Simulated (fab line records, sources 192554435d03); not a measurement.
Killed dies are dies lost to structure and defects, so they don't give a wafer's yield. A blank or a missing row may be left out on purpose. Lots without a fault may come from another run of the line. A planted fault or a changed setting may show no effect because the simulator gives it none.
A struck lot beside a sound one | flow n5_finfet | 15 steps out of a route of 1938
Sound: wafers L432.1, L432.4, L432.5. Struck: wafers L437.1, L437.6. (L437.4 of the same lot was not struck and is left out.) The cause comes at the end.
At each step with rows: each side's tool, then ch and its chambers, then its first start. Under that, the readings that differ: sound wafers | struck wafers | difference of the means | sigmas: that difference in standard deviations of wafers without a fault.
alike: readings whose means differ by less than 2 such deviations, and words and numbers that are the same on both sides. not compared: withheld readings, readings that some wafer has no value for, bounds like >300 that may hide the same value, and numbers for which the record gives no deviation and whose values overlap.
The two part at a step that has a row with sigmas, a row that says differs or no value, or rows on one side only. Numbers that don't overlap but have no deviation are shown without sigmas and don't part them. A reading that every wafer of one side lacks parts them only if that side has two wafers or more.

first, 6 steps without rows for these wafers: N5_MIM_BOT_LITHO_EBR_04; N5_MIM_BOT_LITHO_SOFTBAKE_03 (time 90 s); N5_MIM_BOT_LITHO_EXPOSE_05 (exposes mask MIM BOT); N5_MIM_BOT_LITHO_PEB_06; N5_MIM_BOT_LITHO_DEVELOP_07 (develop time 60 s); N5_MIM_BOT_LITHO_HARDBAKE_09 (time 120 s).
N5_MIM_BOT_LITHO_CD_MEAS_08: target cd 3000 nm.
  sound on cd_sem-02 ch 0, day 14 08:08; struck on cd_sem-03 ch 0, day 16 01:05
  alike: cd_nm
N5_MIM_BOT_LITHO_OVL_MEAS_11:
  sound on overlay-01 ch 0, day 14 08:10; struck on overlay-01 ch 0, day 16 01:07
  alike: MIM_BOT_OVL
N5_MIM_BOT_LITHO_INSPECT_12: inspects for defects (macro).
  sound on defect_inspect-01, day 14 08:11; struck on defect_inspect-02, day 16 01:09
  alike: raw_defect_count
N5_MIM_BOT_LITHO_DESCUM_10: chemistry O2, time 7.9 s.
  sound on rie_diel-04 ch 0,2,3, day 14 08:13; struck on rie_diel-04 ch 1, day 16 01:11
  alike: drypump_motor_current_A, oes_product_au, rf_vpp_V, showerhead_plenum_p_Torr, temp_c, throttle_valve_pct
  not compared: rf_hours_counter_h
N5_MIM_BOT_ETCH_ETCH_04: etches SiNx in CF4/O2, target depth 26 nm, time 13 s.
  sound on rie_diel-04 ch 0,2,3, day 14 08:17; struck on rie_diel-04 ch 1, day 16 01:15
  alike: bias_w, drypump_motor_current_A, oes_product_au, rf_vpp_V, showerhead_plenum_p_Torr, throttle_valve_pct
  not compared: rf_hours_counter_h
N5_MIM_BOT_ETCH_ETCH_03: etches the open film in Cl2/BCl3, target depth 12 nm.
  sound on rie_metal-02 ch 0,1, day 14 08:23; struck on rie_metal-02 ch 1, day 16 01:20
  alike: bias_w, drypump_motor_current_A, oes_product_au, throttle_valve_pct
  not compared: rf_hours_counter_h
N5_MIM_BOT_ETCH_ETCH_00: etches TiN in Cl2/BCl3, target depth 45.5 nm.
  sound on rie_metal-02 ch 0,1, day 14 08:28; struck on rie_metal-02 ch 1, day 16 01:26
  reading                              | sound            | struck      | difference | sigmas
  model.etch.depth_nm (nm)             | 45.68 46.16 45.8 | 59.58 59.31 | +13.57     |
  model.MIM_BOT_ETCH.cd_offset_nm (nm) | -0.4 0 0.2       | -1 -1.2     | -1         |
  alike: bias_w, drypump_motor_current_A, oes_product_au, throttle_valve_pct
  not compared: rf_hours_counter_h, model.coat_of_MIM_BOT_LITHO_COAT_02.thk_nm
N5_MIM_BOT_ETCH_STRIP_01: strips in O2.
  sound on rie_diel-02 ch 0,1,3, day 14 08:37; struck on rie_diel-01 ch 2, day 16 01:34
  reading                     | sound       | struck  | difference | sigmas
  drypump_motor_current_A (A) | 4.7 5.1 5.7 | 6.1 6.1 | +0.9       | +2
  alike: oes_product_au, rf_vpp_V, showerhead_plenum_p_Torr, temp_c, throttle_valve_pct
  not compared: rf_hours_counter_h
N5_PASSIVATION_PROBE_49:
  the record has rows for the struck wafers here (prober-02, day 16 10:53) and none for the sound ones

WHERE THEY PART
First at N5_MIM_BOT_ETCH_STRIP_01; last, within this record, at N5_PASSIVATION_PROBE_49.

WHY: what the simulator had put in
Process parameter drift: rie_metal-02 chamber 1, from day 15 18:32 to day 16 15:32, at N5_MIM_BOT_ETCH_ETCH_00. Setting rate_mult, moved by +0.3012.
